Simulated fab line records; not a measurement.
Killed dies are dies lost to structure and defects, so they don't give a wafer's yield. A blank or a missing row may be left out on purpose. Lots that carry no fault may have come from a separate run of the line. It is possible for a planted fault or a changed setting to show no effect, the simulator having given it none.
Code-filled problem report in 8D (eight disciplines) form || flow n5Finfet || the parts of the form that need people (team, actions taken, sign-off) are left out

== 1. WHAT IS WRONG ==
Wafers without a fault read 400.05 C, standard deviation 0.24; susceptorTempC at N5_BEOL_M14_ILD_DEP_00 reads a mean of 402.27 C on 3 wafers belonging to 2 lots. That puts it +9.3 standard deviations away from the usual mean.
The step: deposits SiO2 from TEOS/O2, target thk 1119.3 nm, time 237.4 s.
First seen on wafer L319.4, day 15 01:38, on pecvd-01. The record holds 36 wafers of 12 lots with a number at this step. The rule behind "out" and "out of limits": a value lying over 4 standard deviations away from the usual mean. All remaining wafers that have a number are taken as sound.

== 2. WHAT IT IS; WHAT IT IS NOT ==
{"question": "which readings at this step", "is": "susceptorTempC", "is not": "heaterPowerOuterW, heaterPowerW, showerheadPlenumPTorr, throttleValvePct"}
{"question": "which lots", "is": "L319, L320", "is not": "L304, L305, L307, L308, L310, L311, L316, L321, L324, L325"}
{"question": "which wafers of those lots", "is": "L319.4, L319.5, L320.1", "is not": "L319.3, L320.2, L320.5"}
{"question": "read on which tools", "is": "pecvd-01", "is not": "pecvd-02, pecvd-03"}
{"question": "when", "is": "from day 15 01:38", "is not": "up to then (22 sound wafers); but 11 sound wafers of L320, L321, L324, L325 came after"}

== 3. WHAT RULES OUT EACH SUSPECT ==
Counting: if a tool at a process step up to the reading ran every lot that is out, it stays a suspect. Sound lots after the first of them don't rule it out here, since some wafers of a struck lot are sound.
- pecvd-01 at N5_BEOL_M14_ILD_DEP_00 (deposits SiO2 from TEOS/O2, target thk 1119.3 nm, time 237.4 s): kept. Ran every lot that is out, first one L319 (day 15 01:38); last sound lot up to then L311 (day 12 16:17). Out on those wafers are its own readings of susceptorTempC.
- Within pecvd-01 at N5_BEOL_M14_ILD_DEP_00: the wafers that are out ran in chamber 1; their sound lot-mates ran in chambers 0, 2.
Remaining after the count: pecvd-01 at N5_BEOL_M14_ILD_DEP_00.

== 4. THE CAUSE (what the simulator had put in) ==
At N5_BEOL_M14_ILD_DEP_00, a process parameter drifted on pecvd-01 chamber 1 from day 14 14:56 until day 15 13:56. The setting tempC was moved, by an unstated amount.
Counting left only this tool.

== 5. THE EFFECT CHAIN, in route order ==
Rows list readings where the struck wafers' mean (over those with a number) sits beyond 3 standard deviations from the usual. Scope: only readings with a usual standard deviation given in the record; hours: median across lots of the time from each lot's start at the first step in this table that gives one to its start at this step; sigmas: change in usual standard deviations.
{"hours": 0, "step": "N5_BEOL_M14_ILD_DEP_00", "reading": "susceptorTempC", "usual": "400.05 C", "on struck wafers": 402.27, "change": "+2.22", "sigmas": "+9.3"}
Here are the process steps it includes:
- N5_BEOL_M14_ILD_DEP_00: deposits SiO2 from TEOS/O2, target thk 1119.3 nm, time 237.4 s.
Later measuring or inspecting steps at which every struck wafer that the step has a row for has a number for every such reading, and none has moved that far: N5_BEOL_M14_THK_MEAS_01, N5_BEOL_M14_OVL_MEAS_11.

== 6. HOW IT WOULD HAVE BEEN CAUGHT EARLIER ==
In this record no reading fell out of limits until day 15 01:38, 11 hours after the fault had begun at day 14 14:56.
